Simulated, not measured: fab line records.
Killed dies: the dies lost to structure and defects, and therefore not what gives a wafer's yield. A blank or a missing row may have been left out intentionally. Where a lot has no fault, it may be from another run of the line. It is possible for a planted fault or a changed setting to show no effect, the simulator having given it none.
3 desks, one fault ; flow nand_harc ; each desk has only its own numbers; what lay behind them comes last

## THE DEFECT DESK
What the inspections along the route counted, lot by lot: means of the sampled wafers that have a number. The brackets show how far a lot's mean lies from the usual mean; more than 4 standard deviations puts the lot out of limits, marked OUT.
Columns: A = raw_defect_count at NHARC_P_GATE_INSPECT_28, usual 6.1
lot;first seen here;A
L720;day 5 07:41;4.0
L728;day 8 04:17;11.3
L734;day 11 02:41;3.7
L733;day 11 02:52;8.3
L735;day 11 03:20;4.0
L736;day 11 18:08;5.7
L743;day 14 16:08;4.7
This desk found nothing out of limits on any of the 7 lots.

## TOOL OWNER'S DESK, arfi_scanner-02
The tool's own readings at NHARC_P_GATE_EXPOSE_23 (exposes mask P GATE, target cd 120 nm): means of the sampled wafers that have a number, for each lot that ran on this tool. The brackets show how far a lot's mean lies from the usual mean; more than 4 standard deviations puts the lot out of limits, marked OUT.
Columns: A = exposure_dose_mJ_cm2 at NHARC_P_GATE_EXPOSE_23, usual 93.92
lot;first seen here;A
L720;day 5 07:26;93.92
L728;day 8 04:02;93.87
L734;day 11 02:26;91.94 (-22) OUT
L733;day 11 02:37;91.91 (-22) OUT
L735;day 11 03:04;91.95 (-21) OUT
This desk finds L733, L734, L735 out of limits, L734 being first, at day 11 02:26 (exposure_dose_mJ_cm2 at NHARC_P_GATE_EXPOSE_23). L720, L728: within limits.

## AT THE METROLOGY DESK
What the gauges read, lot by lot, whatever tool the lot ran on: means of the sampled wafers that have a number. The brackets show how far a lot's mean lies from the usual mean; more than 4 standard deviations puts the lot out of limits, marked OUT.
Columns: A = cd_nm at NHARC_P_GATE_CD_MEAS_26, usual 120.4 nm; B = overlay_x_nm at NHARC_P_GATE_OVL_MEAS_27, usual 0.2 nm; C = overlay_y_nm at NHARC_P_GATE_OVL_MEAS_27, usual 0.0 nm
lot;first seen here;A;B;C
L720;day 5 07:34;120.2;0.7;-0.6
L728;day 8 04:10;120.1;-0.6;0.4
L734;day 11 02:34;122.2;0.7;0.5
L733;day 11 02:44;121.0;0.4;0.2
L735;day 11 03:12;120.8;0.8;-1.3
L736;day 11 18:00;120.7;-0.3;0.7
L743;day 14 16:01;120.4;0.3;0.2
This desk found nothing out of limits on any of the 7 lots.

## BROUGHT TOGETHER
On L733, L734, L735, at day 11 02:26, an alarm was possible from the tool owner's desk.
Nothing the defect desk looked at was out of limits.
At the metrology desk, nothing out of limits was observed.
The defect desk has L733, L734, L735 on record, within its limits.
The metrology desk holds a record of L733, L734, L735, inside its limits.
Of the lots named, all ran NHARC_P_GATE_EXPOSE_23 on arfi_scanner-02.

## WHAT THE SIMULATOR HAD PUT IN
Drift in process parameters on arfi_scanner-02 at NHARC_P_GATE_EXPOSE_23, starting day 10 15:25. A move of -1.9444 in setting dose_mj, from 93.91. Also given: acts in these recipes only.
Shown lots that were struck: L733, L734, L735.
Hours from the fault's start to each desk's first reading out of limits: the tool owner's desk, 11.
